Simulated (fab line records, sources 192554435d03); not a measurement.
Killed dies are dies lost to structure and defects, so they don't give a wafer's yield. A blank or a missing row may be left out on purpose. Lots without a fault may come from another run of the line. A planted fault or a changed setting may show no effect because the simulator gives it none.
Chamber matching | flow n5_finfet | N5_BEOL_M11_ALD_74 on ald_metal-03: 4 sister chambers
The step deposits TaN, target thk 2 nm, pulse time 2 s, purge time 3 s. 4 wafers are shown with their chamber, then 12 later ones without.

WAFERS WITH THEIR CHAMBER
wafer  | chamber | heater_power_w (W)
L087.6 | 0       | 501
L088.1 | 2       | 443
L088.2 | 1       | 459
L088.3 | 3       | 424

WAFERS WITHOUT THEIR CHAMBER
wafer  | heater_power_w (W)
L092.2 | 449
L092.3 | 490
L092.4 | 436
L090.2 | 439
L090.3 | 496
L090.6 | 423
L093.1 | 438
L093.2 | 436
L093.5 | 433
L096.1 | 444
L096.3 | 451
L096.4 | 431

WHICH CHAMBER EACH WENT THROUGH
wafer  | from the rows above     | in truth
L092.2 | can't be placed: 2 or 1 | 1
L092.3 | 0                       | 0
L092.4 | can't be placed: 2 or 3 | 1
L090.2 | can't be placed: 2 or 3 | 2
L090.3 | 0                       | 0
L090.6 | 3                       | 3
L093.1 | can't be placed: 2 or 3 | 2
L093.2 | can't be placed: 2 or 3 | 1
L093.5 | can't be placed: 3 or 2 | 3
L096.1 | 2                       | 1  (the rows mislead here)
L096.3 | can't be placed: 1 or 2 | 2
L096.4 | can't be placed: 3 or 2 | 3
Placed correctly: 3 of 12. Can't be placed from these rows: 8 (the true chamber is among the candidates in 6). Placed wrongly: 1.
How it was worked out, from the rows above alone: a wafer's distance from a chamber is the root of the sum, over the readings, of the square of ((its reading less the chamber's mean) divided by the reading's scatter). The wafer belongs to the nearest chamber; if the next one is less than 2 further off, it can't be placed. A chamber's mean is the mean of its shown wafers. The scatter: with one shown wafer a chamber, the root of the mean of the squares of how far each hidden wafer lies from its nearest shown one.
